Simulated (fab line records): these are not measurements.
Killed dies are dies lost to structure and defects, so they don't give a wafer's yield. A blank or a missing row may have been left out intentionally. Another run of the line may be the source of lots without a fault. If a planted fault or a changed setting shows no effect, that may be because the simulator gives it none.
Matching of chambers | flow n5 finfet | cmp-04 running N5_MOL_CONTACT_COAG_CMP_23: 4 sister chambers
The step polishes, stops on SiO2, t overpolish 1.5 s, target thk 0 nm. 8 wafers are shown with their chamber, then 11 later ones without.

== WAFERS, EACH WITH ITS CHAMBER ==
wafer  | chamber | motor current A (A) | time to endpoint s (s)
L079.1 | 1       | 7.8                 | 9.7
L081.5 | 1       | 8.5                 | 7.9
L081.6 | 2       | 7.7                 | 9.0
L083.6 | 3       | 9.1                 | 10.2
L085.2 | 0       | 9.5                 | 8.6
L085.3 | 2       | 7.5                 | 7.1
L085.5 | 3       | 9.7                 | 7.6
L087.1 | 0       | 9.8                 | 12.0

== WAFERS WITH NO CHAMBER GIVEN ==
wafer  | motor current A (A) | time to endpoint s (s)
L087.3 | 7.9                 | 11.6
L087.6 | 9.5                 | 10.3
L088.2 | 10.0                | 10.2
L088.4 | 8.5                 | 7.5
L088.5 | 7.9                 | 10.0
L090.1 | 9.0                 | 13.0
L090.3 | 8.6                 | 9.4
L090.5 | 9.7                 | 13.4
L094.1 | 8.1                 | 11.7
L094.5 | 9.0                 | 11.2
L094.6 | 8.5                 | 12.2

== WHICH CHAMBER EACH ONE RAN IN ==
wafer  | from the rows above               | in truth
L087.3 | can't be placed: 1 or 2           | 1
L087.6 | can't be placed: 0 or 3           | 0
L088.2 | can't be placed: 0 or 3           | 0
L088.4 | can't be placed: 1 or 2 or 3      | 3
L088.5 | can't be placed: 1 or 2           | 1
L090.1 | can't be placed: 0 or 3 or 1      | 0
L090.3 | can't be placed: 1 or 3 or 2 or 0 | 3
L090.5 | can't be placed: 0 or 3           | 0
L094.1 | can't be placed: 1 or 2           | 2
L094.5 | can't be placed: 3 or 0 or 1      | 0
L094.6 | can't be placed: 1 or 3 or 0 or 2 | 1
Correctly placed: 0 of 11. Cannot be placed on the basis of these rows: 11; the candidates contain the true chamber in 11. 0 placed wrongly.
How it was worked out, from the rows above alone: a wafer's distance from a chamber is the root of the sum, over the readings, of the square of ((its reading less the chamber's mean) divided by the reading's scatter). If the next closest chamber is less than 2 further off than the closest, the wafer can't be placed; otherwise it belongs to the closest. Each chamber's mean is taken over the wafers shown for it. The scatter is the square root of a quotient: the sum, over the shown wafers, of each reading's squared deviation from its chamber's mean, divided by wafers minus chambers.
